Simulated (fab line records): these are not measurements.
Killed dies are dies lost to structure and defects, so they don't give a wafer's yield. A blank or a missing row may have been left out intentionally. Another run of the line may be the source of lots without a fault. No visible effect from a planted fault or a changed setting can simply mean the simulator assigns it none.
Chamber matching || flow n5 finfet || N5_BEOL_M9_CURE_72 on uv cure-02: 3 sister chambers
The step cures SiCOH lowk, time 120 s. 3 wafers are shown with their chamber, then 7 later ones without.

== WAFERS PAIRED WITH THEIR CHAMBERS ==
{"wafer": "L078.5", "chamber": 1, "wafer_temp_C_max": 372.5}
{"wafer": "L082.5", "chamber": 0, "wafer_temp_C_max": 371.4}
{"wafer": "L088.2", "chamber": 2, "wafer_temp_C_max": 373.4}

== WAFERS WITHOUT THEIR CHAMBER ==
{"wafer": "L088.3", "wafer_temp_C_max": 373.0}
{"wafer": "L090.1", "wafer_temp_C_max": 372.5}
{"wafer": "L090.4", "wafer_temp_C_max": 372.6}
{"wafer": "L090.5", "wafer_temp_C_max": 372.0}
{"wafer": "L097.2", "wafer_temp_C_max": 373.8}
{"wafer": "L097.4", "wafer_temp_C_max": 373.9}
{"wafer": "L097.6", "wafer_temp_C_max": 372.6}

== EACH ONE'S CHAMBER ==
{"wafer": "L088.3", "from the rows above": "can't be placed: 2 or 1", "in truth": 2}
{"wafer": "L090.1", "from the rows above": 1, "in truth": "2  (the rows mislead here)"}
{"wafer": "L090.4", "from the rows above": 1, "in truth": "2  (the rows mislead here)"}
{"wafer": "L090.5", "from the rows above": "can't be placed: 1 or 0", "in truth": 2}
{"wafer": "L097.2", "from the rows above": 2, "in truth": 2}
{"wafer": "L097.4", "from the rows above": 2, "in truth": 2}
{"wafer": "L097.6", "from the rows above": 1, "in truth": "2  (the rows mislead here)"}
Correct placement for 2 of the 7. These rows do not allow placing 2 (true chamber among the candidates in 1). 3 placed wrongly.
How it was worked out, from the rows above alone: a wafer's distance from a chamber is the root of the sum, over the readings, of the square of ((its reading less the chamber's mean) divided by the reading's scatter). If the next closest chamber is less than 2 further off than the closest, the wafer can't be placed; otherwise it belongs to the closest. The mean given for a chamber averages the wafers shown for that chamber. The scatter: root of mean squared gap, hidden wafer to nearest shown wafer, with one shown wafer a chamber.
